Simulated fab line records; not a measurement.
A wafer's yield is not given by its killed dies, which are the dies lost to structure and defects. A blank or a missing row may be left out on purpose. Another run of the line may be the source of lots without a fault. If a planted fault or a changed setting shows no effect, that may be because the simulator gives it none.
fab line records ; flow n5_finfet ; part 2 of 2: steps 5 to 6 of 6
[record] lots = 20; wafers = 60; last_day = 20
route steps=1938 shown BEOL_M0_SAQP@670 BEOL_M0@721 BEOL_M1@767
lots untouched by any fault: they come from a run of this same line in which no faults occurred
start_h: hours from the record's opening day to when the first of the lot's shown wafers began ; wait_h: time in hours since the lot's previous step ; " the same as in the row above ; L1.1+2: several wafers, shown together as one row ; - no value present, or no start provided ; * or withheld: withheld ; < > ~ a bound
route shown NAME@n: a module of which the file shows steps, and the number in the route of the first ; usual: the fault-free wafers' mean and standard deviation ; same: alike in all rows ; chamber/n: place in a boat ; sites: per-site readings ; _std_site: standard deviation of those values ; _edge_site: inner sites' mean taken away from outer sites' mean ; radius_mm: for every site, how far away it sits from the centre of the wafer ; mask NAME#n: copy n ; behind: the last tool/chamber to shape the wafer ; hold: what put the lot on hold/how long, in hours/how the hold closed ; device: which transistor (n, p or np) failed to switch ; end of line: at the end of the route, the tests of the same wafers ; step lacking rows: just its recipe ; killed: dies that structure and defects cost at the first sort, which is not the same as the wafer's yield ; map: dies across one wafer; x = killed, . = not, _ = none there
set.NAME: the run value of the setting; set.NAME@STEP: its run value at that earlier step ; model.NAME: the simulator's own value behind a step, which no gauge read
the route's steps for a sample of lots (tables are steps, rows are wafers)
services: the hour from which a tool's chamber was out of use, counted from the record's first day as start_h (under 0 if before that day), plus the number of hours and why
[[steps]]
[step N5_BEOL_M0_ANNEAL_119]
[recipe] temp_c = 225; time_s = 90; ambient = N2
[usual] anneal_temp_c = 225.02/0.19; wafer_temp_C_max = 226.0/0.31
lot.wafer;tool;chamber;start_h;wait_h;anneal_temp_c;wafer_temp_C_max
L074.4;rtp_anneal-02;0;122.39;0.4;225.07;226.3
L074.5;rtp_anneal-02;0;122.39;0.4;225.20;226.2
L074.6;rtp_anneal-02;0;122.39;0.4;225.08;226.9
L075.2;rtp_anneal-01;0;125.27;0.1;224.95;225.8
L075.4;rtp_anneal-01;0;125.27;0.1;224.77;226.0
L075.6;rtp_anneal-01;0;125.27;0.1;224.88;225.9
L076.1;rtp_anneal-01;0;131.97;0.1;225.30;226.0
L076.2;rtp_anneal-01;0;131.97;0.1;225.22;225.6
L076.5;rtp_anneal-01;0;131.97;0.1;225.39;225.8
L078.2;rtp_anneal-01;0;139.85;0.9;225.27;225.7
L078.4;rtp_anneal-01;0;139.85;0.9;225.07;225.9
L078.5;rtp_anneal-01;0;139.85;0.9;225.03;225.7
L080.1;rtp_anneal-02;0;158.85;0.1;225.02;226.2
L080.3;rtp_anneal-02;0;158.85;0.1;225.09;226.3
L080.6;rtp_anneal-02;0;158.85;0.1;225.23;226.1
L081.3;rtp_anneal-02;0;163.25;0.1;225.05;226.3
L081.4;rtp_anneal-02;0;163.25;0.1;225.40;226.3
L081.5;rtp_anneal-02;0;163.25;0.1;225.06;226.1
L082.2;rtp_anneal-01;0;166.31;0.9;224.75;226.1
L082.3;rtp_anneal-01;0;166.31;0.9;224.83;226.2
L082.5;rtp_anneal-01;0;166.31;0.9;224.43;226.2
L083.1;rtp_anneal-01;0;177.45;0.6;225.12;226.2
L083.5;rtp_anneal-01;0;177.45;0.6;224.59;226.1
L083.6;rtp_anneal-01;0;177.45;0.6;225.03;226.2
L085.1;rtp_anneal-02;0;184.31;0.1;225.06;226.5
L085.2;rtp_anneal-02;0;184.31;0.1;224.90;225.6
L085.6;rtp_anneal-02;0;184.31;0.1;225.08;226.0
L086.3;rtp_anneal-02;0;194.26;0.1;225.09;226.2
L086.4;rtp_anneal-02;0;194.26;0.1;224.69;226.6
L086.5;rtp_anneal-02;0;194.26;0.1;224.91;226.3
L087.3;rtp_anneal-01;0;205.15;0.3;225.44;225.9
L087.5;rtp_anneal-01;0;205.15;0.3;225.11;226.4
L087.6;rtp_anneal-01;0;205.15;0.3;225.26;225.9
L089.1;rtp_anneal-02;0;207.32;0.1;225.08;225.9
L089.3;rtp_anneal-02;0;207.32;0.1;225.47;226.3
L089.4;rtp_anneal-02;0;207.32;0.1;225.12;225.8
L088.1;rtp_anneal-01;0;207.54;0.1;225.20;225.6
L088.2;rtp_anneal-01;0;207.54;0.1;224.94;225.9
L088.5;rtp_anneal-01;0;207.54;0.1;224.96;226.0
L090.2;rtp_anneal-01;0;216.60;1.2;224.97;225.8
L090.3;rtp_anneal-01;0;216.60;1.2;225.08;226.0
L090.4;rtp_anneal-01;0;216.60;1.2;224.80;226.0
L091.3;rtp_anneal-02;0;218.71;0.1;225.20;226.6
L091.5;rtp_anneal-02;0;218.71;0.1;225.24;226.1
L091.6;rtp_anneal-02;0;218.71;0.1;225.24;226.0
L093.1;rtp_anneal-01;0;231.32;0.1;225.12;225.9
L093.4;rtp_anneal-01;0;231.32;0.1;224.96;226.1
L093.5;rtp_anneal-01;0;231.32;0.1;224.87;225.7
L094.1;rtp_anneal-01;0;234.27;0.1;225.22;225.6
L094.5;rtp_anneal-01;0;234.27;0.1;225.12;225.8
L094.6;rtp_anneal-01;0;234.27;0.1;225.12;225.9
L095.2;rtp_anneal-02;0;245.05;0.1;224.94;226.0
L095.3;rtp_anneal-02;0;245.05;0.1;224.65;226.4
L095.5;rtp_anneal-02;0;245.05;0.1;225.08;226.2
L096.1;rtp_anneal-01;0;259.17;0.8;224.92;226.1
L096.3;rtp_anneal-01;0;259.17;0.8;225.16;226.0
L096.5;rtp_anneal-01;0;259.17;0.8;225.23;225.9
L097.1;rtp_anneal-01;0;262.14;0.1;224.60;225.5
L097.2;rtp_anneal-01;0;262.14;0.1;224.96;225.6
L097.3;rtp_anneal-01;0;262.14;0.1;224.77;225.5
[step N5_BEOL_M1_DESCUM_16]
[recipe] chemistry = O2; time_s = 7; source_power_w = 50; bias_power_w = 20; pressure_mtorr = 20; rf_frequency_hz = 2.712e+07; temp_c = 40; resist = CAR-EUV; o2_flow_sccm = 225
[usual] drypump_motor_current_A = 5.6/0.47; oes_product_au = 0.79/0.063; rf_vpp_V = 243.1/1.4; showerhead_plenum_p_Torr = 2.09/0.066; throttle_valve_pct = 20.33/0.18
lot.wafer;tool;chamber;start_h;wait_h;drypump_motor_current_A;oes_product_au;rf_hours_counter_h;rf_vpp_V;showerhead_plenum_p_Torr;throttle_valve_pct
L074.4;rie_diel-05;3;124.57;0.0;6.1;0.79;129;244.7;2.12;20.41
L074.5;rie_diel-05;1;124.57;0.0;6.5;0.67;-;242.5;2.06;20.54
L074.6;rie_diel-05;2;124.57;0.0;4.9;0.90;-;244.4;2.13;20.22
L075.2;rie_diel-03;3;128.60;0.0;5.1;0.85;73;244.1;2.21;20.33
L075.4;rie_diel-03;2;128.60;0.0;6.1;0.77;149;240.3;2.00;20.03
L075.6;rie_diel-03;1;128.60;0.0;5.4;0.92;-;241.5;2.04;20.10
L076.1;rie_diel-06;0;134.40;0.0;5.9;0.76;148;245.4;2.17;20.15
L076.2;rie_diel-06;2;134.40;0.0;6.0;0.79;97;243.7;2.13;20.70
L076.5;rie_diel-06;1;134.40;0.0;5.6;0.82;-;239.8;1.94;20.45
L078.2;rie_diel-05;2;143.46;0.0;4.9;0.89;37;244.1;2.13;20.21
L078.4;rie_diel-05;3;143.46;0.0;6.1;0.78;-;243.3;2.11;20.41
L078.5;rie_diel-05;2;143.46;0.0;4.9;0.88;-;242.8;2.13;20.23
L080.1;rie_diel-03;3;163.25;0.1;5.1;0.83;83;244.8;2.20;20.37
L080.3;rie_diel-03;1;163.25;0.1;5.4;0.90;33;242.9;2.04;20.11
L080.6;rie_diel-03;2;163.25;0.1;6.2;0.75;-;241.6;2.00;20.05
L081.3;rie_diel-05;3;165.13;0.0;6.1;0.77;143;241.8;2.11;20.43
L081.4;rie_diel-05;0;165.13;0.0;5.6;0.72;-;243.2;2.08;20.61
L081.5;rie_diel-05;3;165.13;0.0;6.1;0.77;-;244.1;2.11;20.43
L082.2;rie_diel-05;3;168.29;0.0;6.1;0.77;145;242.1;2.11;20.44
L082.3;rie_diel-05;2;168.29;0.0;4.8;0.87;46;245.6;2.13;20.23
L082.5;rie_diel-05;3;168.29;0.0;6.1;0.78;-;243.7;2.11;20.43
L083.1;rie_diel-03;2;180.63;0.0;6.1;0.75;166;240.4;2.00;20.07
L083.5;rie_diel-03;2;180.63;0.0;6.1;0.75;-;242.1;2.00;20.05
L083.6;rie_diel-03;1;180.63;0.0;5.4;0.89;-;241.6;2.04;20.12
L085.1;rie_diel-06;2;188.14;0.0;6.0;0.77;113;241.9;2.12;20.70
L085.2;rie_diel-06;1;188.14;0.0;5.5;0.79;122;241.6;1.93;20.48
L085.6;rie_diel-06;2;188.14;0.0;6.0;0.78;-;243.8;2.12;20.71
L086.3;rie_diel-06;1;196.09;0.0;5.6;0.79;123;240.3;1.93;20.48
L086.4;rie_diel-06;2;196.09;0.0;6.0;0.77;115;243.1;2.12;20.72
L086.5;rie_diel-06;0;196.09;0.0;5.9;0.74;-;246.6;2.17;20.19
L087.3;rie_diel-03;2;207.94;0.0;6.1;0.74;175;241.3;1.99;20.06
L087.5;rie_diel-03;1;207.94;0.0;5.4;0.87;-;244.3;2.03;20.13
L087.6;rie_diel-03;0;207.94;0.0;5.5;0.76;-;245.1;2.09;20.32
L089.1;rie_diel-03;2;211.75;0.4;6.1;0.75;177;240.8;1.99;20.06
L089.3;rie_diel-03;3;211.75;0.4;5.1;0.81;99;245.1;2.20;20.37
L089.4;rie_diel-03;1;211.75;0.4;5.4;0.87;50;242.2;2.03;20.14
L088.1;rie_diel-03;0;212.10;0.7;5.4;0.75;174;243.7;2.09;20.31
L088.2;rie_diel-03;3;212.10;0.7;5.1;0.82;99;245.6;2.20;20.37
L088.5;rie_diel-03;2;212.10;0.7;6.1;0.74;-;242.0;1.99;20.08
L090.2;rie_diel-05;1;219.36;0.2;6.5;0.91;16;241.5;2.05;20.22
L090.3;rie_diel-05;3;219.36;0.2;6.1;0.76;161;243.3;2.11;20.46
L090.4;rie_diel-05;0;219.36;0.2;5.6;0.70;216;243.3;2.08;20.63
L091.3;rie_diel-06;0;222.65;0.0;5.9;0.73;176;244.5;2.16;20.20
L091.5;rie_diel-06;3;222.65;0.0;5.7;0.74;-;244.9;2.15;20.29
L091.6;rie_diel-06;0;222.65;0.0;5.9;0.74;-;244.0;2.16;20.19
L093.1;rie_diel-06;3;233.41;0.0;5.7;0.73;172;244.8;2.15;20.31
L093.4;rie_diel-06;1;233.41;0.0;5.6;0.77;134;239.4;1.93;20.50
L093.5;rie_diel-06;3;233.41;0.0;5.7;0.73;-;246.4;2.15;20.29
L094.1;rie_diel-05;3;237.07;0.4;6.1;0.75;166;242.7;2.10;20.48
L094.5;rie_diel-05;1;237.07;0.4;6.5;0.89;-;242.5;2.05;20.24
L094.6;rie_diel-05;2;237.07;0.4;4.8;0.84;-;242.3;2.12;20.26
L095.2;rie_diel-03;1;248.08;0.0;5.4;0.87;60;242.0;2.03;20.16
L095.3;rie_diel-03;2;248.08;0.0;6.1;0.74;186;242.5;1.99;20.07
L095.5;rie_diel-03;0;248.08;0.0;5.5;0.74;-;243.7;2.08;20.33
L096.1;rie_diel-05;0;262.34;0.4;5.5;0.68;229;242.3;2.07;20.65
L096.3;rie_diel-05;2;262.34;0.4;4.9;0.83;75;244.2;2.12;20.28
L096.5;rie_diel-05;2;262.34;0.4;4.8;0.83;-;244.1;2.12;20.28
L097.1;rie_diel-03;3;264.42;0.0;5.1;0.80;116;243.4;2.19;20.40
L097.2;rie_diel-03;0;264.42;0.0;5.5;0.74;191;243.1;2.08;20.33
L097.3;rie_diel-03;2;264.42;0.0;6.1;0.73;192;241.6;1.99;20.09
[[services]]
tool;chamber;start_h;hours;kind
rie_diel-06;1;99.01;14.3;repair
rie_diel-03;2;102.53;7.6;repair
rie_diel-04;1;107.92;4.6;repair
rie_diel-04;0;112.71;-;clean
rie_diel-04;0;112.71;-;consumable_replace:focus_ring
rie_diel-04;0;112.71;-;consumable_replace:showerhead
rie_diel-04;0;112.71;17.8;scheduled_down
rie_diel-04;0;112.71;17.8;vent_cycle
rie_diel-05;1;134.88;12.3;repair
rtp_anneal-02;-;138.40;7.0;pm
rie_diel-06;1;142.70;5.8;repair
rie_diel-04;2;158.20;4.0;repair
rie_diel-06;2;160.23;3.0;repair
rie_diel-04;1;175.91;66.9;repair
rie_diel-06;-;190.75;2.8;pm
rie_diel-05;0;192.21;5.8;repair
rie_diel-05;-;195.70;0.7;repair
vapor_etch-01;-;203.44;0.5;repair
rtp_anneal-01;-;213.20;3.0;pm
rie_diel-01;-;218.42;14.6;pm
rie_diel-02;3;223.86;-;clean
rie_diel-02;3;223.86;-;consumable_replace:focus_ring
rie_diel-03;2;225.59;2.0;repair
rie_diel-05;0;241.22;3.8;repair
